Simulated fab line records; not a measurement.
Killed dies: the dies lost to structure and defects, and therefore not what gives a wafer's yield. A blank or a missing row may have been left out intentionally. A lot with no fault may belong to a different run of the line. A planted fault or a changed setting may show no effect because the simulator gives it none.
One fault through the eyes of 3 desks ; flow n5 finfet ; every desk sees just its own numbers, and what lay behind them comes last

DESK OF THE TOOL OWNER: rie diel-06
The tool's own readings at N5_BEOL_M2_DESCUM_16 (chemistry O2, time 7 s): means of the sampled wafers that have a number, for each lot that ran on this tool. If a lot's mean is further than 4 standard deviations from the usual mean, the lot is out of limits and carries the mark OUT (the distance appears in the brackets).
Columns: A = bias power w at N5_BEOL_M2_DESCUM_16, usual 20.01 W; B = drypump motor current A at N5_BEOL_M2_DESCUM_16, usual 5.7 A; C = oes product au at N5_BEOL_M2_DESCUM_16, usual 0.82 a.u.; D = rf fwd power W at N5_BEOL_M2_DESCUM_16, usual 49.38 W; E = rf vpp V at N5_BEOL_M2_DESCUM_16, usual 243.4 V; F = showerhead plenum p Torr at N5_BEOL_M2_DESCUM_16, usual 2.12 Torr; G = throttle valve pct at N5_BEOL_M2_DESCUM_16, usual 20.40 %
lot;first seen here;A;B;C;D;E;F;G
L112;day 8 05:38;19.98;5.8;0.83;49.34;243.3;2.09;20.28
L113;day 8 17:51;19.96;6.2;0.91;49.45;243.0;2.15;20.23
L125;day 12 04:41;19.98;5.8;0.79;49.34;243.3;2.08;20.32
This desk's finding: nothing out of limits on any of the 3 lots.

FROM THE METROLOGY DESK
What the gauges read for every lot (on any tool): the sampled wafers with a number, averaged. If a lot's mean is further than 4 standard deviations from the usual mean, the lot is out of limits and carries the mark OUT (the distance appears in the brackets). Shown here are 7 of its 12 readings, the ones lying furthest out on some lot.
Columns: A = cd nm at N5_BEOL_M2_CD_MEAS_11, usual 16.85 nm; B = M2_OVL at N5_BEOL_M2_OVL_MEAS_12, usual -0.5 nm; C = DIBL_N at N5_BEOL_M4_RC_MEAS_101, usual 36.1 mV/V; D = IOFF_P at N5_BEOL_M4_RC_MEAS_101, usual 0.21 nA/um; E = ION_N at N5_BEOL_M4_RC_MEAS_101, usual 678 uA/um; F = SS_N at N5_BEOL_M4_RC_MEAS_101, usual 71.4 mV/dec; G = VT_P at N5_BEOL_M4_RC_MEAS_101, usual -250.0 mV
lot;first seen here;A;B;C;D;E;F;G
L112;day 8 05:23;16.81;-0.5;36.7;0.23;666;71.4;-249.5
L113;day 8 17:43;16.60;-0.4;35.2;0.18;682;71.0;-254.5
L120;day 10 14:17;16.84;-0.6;36.8;0.22;694;71.3;-249.0
L124;day 11 21:24;16.85;-0.4;35.7;0.22;684;71.0;-250.8
L125;day 12 04:34;16.76;-1.4;37.3;0.25;687;71.7;-248.8
L128;day 12 11:19;16.77;-0.9;33.5;0.18;668;70.4;-250.8
This desk's finding: nothing out of limits on any of the 6 lots.

THE DEFECT DESK
Counts from the inspections along the route, per lot, as means over the sampled wafers that have a number. If a lot's mean is further than 4 standard deviations from the usual mean, the lot is out of limits and carries the mark OUT (the distance appears in the brackets).
Columns: A = raw defect count at N5_BEOL_M2_INSPECT_13, usual 400
lot;first seen here;A
L112;day 8 05:28;358
L113;day 8 17:49;458
L120;day 10 14:37;424
L124;day 11 21:29;491
L125;day 12 04:40;317
L128;day 12 11:25;442
This desk's finding: nothing out of limits on any of the 6 lots.

BROUGHT TOGETHER
Nothing out of limits was seen by the tool owner's desk.
From the metrology desk's view, nothing was out of limits.
The defect desk saw nothing out of limits.

WHAT THE SIMULATOR HAD INSERTED
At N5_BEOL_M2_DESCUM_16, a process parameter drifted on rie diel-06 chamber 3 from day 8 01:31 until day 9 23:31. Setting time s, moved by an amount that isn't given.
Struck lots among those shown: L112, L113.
